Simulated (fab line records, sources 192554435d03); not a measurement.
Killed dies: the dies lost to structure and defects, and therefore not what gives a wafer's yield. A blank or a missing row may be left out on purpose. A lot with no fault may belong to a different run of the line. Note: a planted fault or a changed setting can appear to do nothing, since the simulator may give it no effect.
Matching of chambers	flow n5-finfet	N5_BEOL_M0_SAQP_PECVD_04 on pecvd-01: 3 sister chambers
The step deposits a-Si from SiH4/He, target thk 60 nm, time 60.2 s. 20 wafers are shown with their chamber, then 10 later ones without.

## WAFERS, EACH WITH ITS CHAMBER
wafer	chamber	showerhead-plenum-p-Torr (Torr)	throttle-valve-pct (%)	heater-power-w (W)
L076.2	0	5.66	19.1	571
L076.5	1	5.76	17.4	683
L076.6	0	5.65	19.4	578
L077.2	1	5.76	17.2	594
L077.3	2	5.71	16.8	504
L077.6	2	5.70	16.9	508
L080.2	0	5.66	19.0	621
L080.4	0	5.64	19.2	606
L080.5	1	5.76	17.3	714
L083.1	0	5.64	19.3	559
L083.2	2	5.69	17.0	489
L083.5	0	5.65	19.0	570
L084.1	0	5.65	19.4	585
L084.3	1	5.76	17.0	692
L084.5	0	5.66	18.8	595
L085.2	0	5.66	18.9	563
L085.3	2	5.71	17.1	467
L085.6	2	5.70	17.0	469
L086.3	1	5.75	17.5	616
L086.5	0	5.65	19.2	596

SIGNATURES (means of the wafers above)
reading	chamber 0	chamber 1	chamber 2	scatter within a chamber
showerhead-plenum-p-Torr	5.6520	5.7580	5.7020	0.00736
throttle-valve-pct	19.130	17.280	16.960	0.185
heater-power-w	584.40	659.80	487.40	30.5
Rule: a wafer's distance from a chamber is the root of the sum, over the readings, of the square of ((its reading less the chamber's mean) divided by the reading's scatter). If the next closest chamber is less than 2 further off than the closest, the wafer can't be placed; otherwise it belongs to the closest. The scatter: take each reading less its chamber's mean, square it, sum over the shown wafers, divide by the number of wafers less the number of chambers, and take the root.

## WAFERS MISSING THEIR CHAMBER
wafer	showerhead-plenum-p-Torr (Torr)	throttle-valve-pct (%)	heater-power-w (W)
L086.6	5.69	16.7	533
L088.1	5.76	17.3	670
L088.5	5.71	17.0	463
L088.6	5.76	17.2	644
L094.1	5.71	16.9	474
L094.3	5.67	19.2	549
L094.4	5.66	19.2	546
L095.1	5.76	17.4	652
L095.3	5.66	19.3	609
L095.6	5.70	17.1	509

## EACH ONE'S CHAMBER
wafer	from the rows above	in truth
L086.6	2	2
L088.1	1	1
L088.5	2	2
L088.6	1	1
L094.1	2	2
L094.3	0	0
L094.4	0	0
L095.1	1	1
L095.3	0	0
L095.6	2	2
Placed correctly: 10 of 10. Number that these rows cannot place: 0. Placed wrongly: 0.
